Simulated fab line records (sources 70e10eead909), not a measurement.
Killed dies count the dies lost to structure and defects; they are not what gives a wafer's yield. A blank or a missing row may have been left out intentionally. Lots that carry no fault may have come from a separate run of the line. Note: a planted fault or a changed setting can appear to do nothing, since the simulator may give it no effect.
Matching of chambers	flow nand_harc	NHARC_A_BLC_ALD_23 on ald_metal-02 has 4 sister chambers
The step deposits TiN, target thk 3 nm, pulse time 1 s, ald cycles 150. 8 wafers are shown with their chamber, then 8 later ones without.

## WAFERS WITH THEIR CHAMBER
wafer	chamber	heater_power_w (W)	precursor_pulse_height_rel
L076.1	0	956	1.009
L079.1	0	972	0.983
L082.4	3	1040	1.003
L082.6	1	1032	1.009
L083.2	2	979	1.014
L083.5	2	1000	0.988
L083.6	1	1016	1.030
L088.1	3	1015	0.963

## WAFERS WITH NO CHAMBER GIVEN
wafer	heater_power_w (W)	precursor_pulse_height_rel
L088.3	979	0.991
L088.6	993	0.981
L090.2	1069	1.007
L090.4	1005	0.966
L090.5	963	0.948
L093.1	1022	1.006
L093.2	1006	1.021
L093.6	1042	1.052

## EACH ONE'S CHAMBER
wafer	from the rows above	in truth
L088.3	can't be placed: 2 or 0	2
L088.6	can't be placed: 2 or 0 or 3 or 1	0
L090.2	can't be placed: 3 or 1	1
L090.4	can't be placed: 3 or 2 or 1 or 0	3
L090.5	can't be placed: 0 or 2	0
L093.1	can't be placed: 1 or 3 or 2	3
L093.2	can't be placed: 1 or 2 or 3 or 0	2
L093.6	can't be placed: 1 or 3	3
Placed correctly: 0 of 8. From these rows, 8 cannot be placed; in 8 the true chamber is one of the candidates. Number placed wrongly: 0.
How it was worked out, from the rows above alone: a wafer's distance from a chamber is the root of the sum, over the readings, of the square of ((its reading less the chamber's mean) divided by the reading's scatter). The wafer belongs to the nearest chamber; if the next one is less than 2 further off, it can't be placed. The mean given for a chamber averages the wafers shown for that chamber. The scatter is the square root of a quotient: the sum, over the shown wafers, of each reading's squared deviation from its chamber's mean, divided by wafers minus chambers.
